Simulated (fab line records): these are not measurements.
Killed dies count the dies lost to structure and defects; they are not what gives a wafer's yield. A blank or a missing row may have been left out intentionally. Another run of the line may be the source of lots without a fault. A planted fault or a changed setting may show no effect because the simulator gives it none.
Split-lot trial / flow n5 finfet / on a route of 1938 steps: 7 lots, 21 wafers read

ON THE SPLIT
At N5_HKMG_FIN_COAT_06 (resist thk 90 nm), the setting spin rpm was moved away from the recipe's 1500 rpm on 4 of the 21 wafers read, by -9.6% to -6.6%. This setting was run at the recipe's value on the other wafers.

FROM THE SPLIT TO THE READING: what the file shows between them, 5 steps
- N5_HKMG_FIN_EBR_08
- N5_HKMG_FIN_SOFTBAKE_07: time 60 s
- N5_HKMG_FIN_EXPOSE_09: exposes mask NWFM
- N5_HKMG_FIN_PEB_10: peb time 60 s
- N5_HKMG_FIN_DEVELOP_11: develop time 30 s

THE READING
CAR-ArF_of_HKMG_FIN_COAT_06.thk nm (the simulator's own value, which no gauge read), in nm, at N5_HKMG_FIN_DESCUM_17 (chemistry O2, time 7.9 s). There is no usual value for it anywhere in the file. Across the 17 wafers here that went through the recipe, the average is 83.3 nm and the standard deviation 0.31 nm.

wafer=L075.1; tool, chamber at the split=litho track-05, 0; spin rpm as run, rpm=1500; against the recipe=recipe; CAR-ArF_of_HKMG_FIN_COAT_06.thk nm, nm=82.8; against lot-mates on the recipe=-
wafer=L075.3; tool, chamber at the split=litho track-05, 0; spin rpm as run, rpm=1500; against the recipe=recipe; CAR-ArF_of_HKMG_FIN_COAT_06.thk nm, nm=82.8; against lot-mates on the recipe=-
wafer=L075.2; tool, chamber at the split=litho track-05, 0; spin rpm as run, rpm=1500; against the recipe=recipe; CAR-ArF_of_HKMG_FIN_COAT_06.thk nm, nm=83; against lot-mates on the recipe=-
wafer=L076.3; tool, chamber at the split=litho track-02, 0; spin rpm as run, rpm=1500; against the recipe=recipe; CAR-ArF_of_HKMG_FIN_COAT_06.thk nm, nm=83.4; against lot-mates on the recipe=-
wafer=L076.4; tool, chamber at the split=litho track-02, 0; spin rpm as run, rpm=1500; against the recipe=recipe; CAR-ArF_of_HKMG_FIN_COAT_06.thk nm, nm=83.4; against lot-mates on the recipe=-
wafer=L076.6; tool, chamber at the split=litho track-02, 0; spin rpm as run, rpm=1500; against the recipe=recipe; CAR-ArF_of_HKMG_FIN_COAT_06.thk nm, nm=83.4; against lot-mates on the recipe=-
wafer=L081.1; tool, chamber at the split=litho track-05, 0; spin rpm as run, rpm=1500; against the recipe=recipe; CAR-ArF_of_HKMG_FIN_COAT_06.thk nm, nm=83.4; against lot-mates on the recipe=-
wafer=L081.3; tool, chamber at the split=litho track-05, 0; spin rpm as run, rpm=1500; against the recipe=recipe; CAR-ArF_of_HKMG_FIN_COAT_06.thk nm, nm=83.4; against lot-mates on the recipe=-
wafer=L081.2; tool, chamber at the split=litho track-05, 0; spin rpm as run, rpm=1500; against the recipe=recipe; CAR-ArF_of_HKMG_FIN_COAT_06.thk nm, nm=83.2; against lot-mates on the recipe=-
wafer=L083.1; tool, chamber at the split=litho track-02, 0; spin rpm as run, rpm=1500; against the recipe=recipe; CAR-ArF_of_HKMG_FIN_COAT_06.thk nm, nm=82.6; against lot-mates on the recipe=-
wafer=L083.2; tool, chamber at the split=litho track-02, 0; spin rpm as run, rpm=1401; against the recipe=-6.6%; CAR-ArF_of_HKMG_FIN_COAT_06.thk nm, nm=86.2; against lot-mates on the recipe=+3.6
wafer=L083.3; tool, chamber at the split=litho track-02, 0; spin rpm as run, rpm=1401; against the recipe=-6.6%; CAR-ArF_of_HKMG_FIN_COAT_06.thk nm, nm=86.4; against lot-mates on the recipe=+3.8
wafer=L086.3; tool, chamber at the split=litho track-05, 0; spin rpm as run, rpm=1500; against the recipe=recipe; CAR-ArF_of_HKMG_FIN_COAT_06.thk nm, nm=83.4; against lot-mates on the recipe=-
wafer=L086.4; tool, chamber at the split=litho track-05, 0; spin rpm as run, rpm=1500; against the recipe=recipe; CAR-ArF_of_HKMG_FIN_COAT_06.thk nm, nm=83.8; against lot-mates on the recipe=-
wafer=L086.6; tool, chamber at the split=litho track-05, 0; spin rpm as run, rpm=1500; against the recipe=recipe; CAR-ArF_of_HKMG_FIN_COAT_06.thk nm, nm=83.8; against lot-mates on the recipe=-
wafer=L089.1; tool, chamber at the split=litho track-05, 0; spin rpm as run, rpm=1500; against the recipe=recipe; CAR-ArF_of_HKMG_FIN_COAT_06.thk nm, nm=83.4; against lot-mates on the recipe=-
wafer=L089.3; tool, chamber at the split=litho track-05, 0; spin rpm as run, rpm=1356; against the recipe=-9.6%; CAR-ArF_of_HKMG_FIN_COAT_06.thk nm, nm=88.4; against lot-mates on the recipe=+5.0
wafer=L089.4; tool, chamber at the split=litho track-05, 0; spin rpm as run, rpm=1356; against the recipe=-9.6%; CAR-ArF_of_HKMG_FIN_COAT_06.thk nm, nm=88.4; against lot-mates on the recipe=+5.0
wafer=L090.4; tool, chamber at the split=litho track-05, 0; spin rpm as run, rpm=1500; against the recipe=recipe; CAR-ArF_of_HKMG_FIN_COAT_06.thk nm, nm=83.4; against lot-mates on the recipe=-
wafer=L090.5; tool, chamber at the split=litho track-05, 0; spin rpm as run, rpm=1500; against the recipe=recipe; CAR-ArF_of_HKMG_FIN_COAT_06.thk nm, nm=83.4; against lot-mates on the recipe=-
wafer=L090.6; tool, chamber at the split=litho track-05, 0; spin rpm as run, rpm=1500; against the recipe=recipe; CAR-ArF_of_HKMG_FIN_COAT_06.thk nm, nm=83.2; against lot-mates on the recipe=-

THE FIT
A straight line over all 21 wafers: CAR-ArF_of_HKMG_FIN_COAT_06.thk nm changes by -0.51 nm for each +1% of spin rpm; r = -0.98; the points scatter about the line by 0.33 nm.
The same after taking each lot's own level away (the mean of its wafers on the recipe; 21 wafers): -0.533 nm for each +1%; r = -1.00; scatter 0.13 nm.
That fit puts the effect of the largest move of spin rpm on the reading at 5.1 nm.
Across the lots, their own levels run from 82.60 to 83.67 nm, a range of 3.4 times the standard deviation given above.
The two slopes agree, so the slope changes little with the lot-to-lot level.
Check: with one of the wafers moved furthest among these (-9.6%) left out of the fit, the line predicts +5.18 nm for it against its lot-mates. Against them it came out at +5 nm.

FURTHER SPLITS ON THESE WAFERS
Other splits were also applied to these wafers ahead of the reading. Each is held against what the fit with the lots' levels taken away leaves over:
other split on the same wafers=N5_SDB_ALD_29 ald cycles; wafers away from the commonest value=7; r with CAR-ArF_of_HKMG_FIN_COAT_06.thk nm (lot level and that fit taken away)=-0.02

THE WHOLE CHAIN: every reading that the file lists as answering this split, in the file's order
step=N5_HKMG_FIN_COAT_06; what it does=resist thk 90 nm; reading=CAR-ArF_of_HKMG_FIN_COAT_06.thk nm (the simulator's own value, which no gauge read); change (the file's fit)=-0.522 nm for each +1% of the setting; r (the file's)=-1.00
step=N5_HKMG_FIN_DEVELOP_11; what it does=develop time 30 s; reading=CAR-ArF_of_HKMG_FIN_COAT_06.thk nm (the simulator's own value, which no gauge read); change (the file's fit)=-0.538 nm for each +1% of the setting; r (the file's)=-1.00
step=N5_HKMG_FIN_DESCUM_17; what it does=chemistry O2, time 7.9 s; reading=CAR-ArF_of_HKMG_FIN_COAT_06.thk nm (the simulator's own value, which no gauge read); change (the file's fit)=-0.534 nm for each +1% of the setting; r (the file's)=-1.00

FILE'S OWN FIT
CAR-ArF_of_HKMG_FIN_COAT_06.thk nm changes by -0.534 nm for each +1% of spin rpm, r = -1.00.
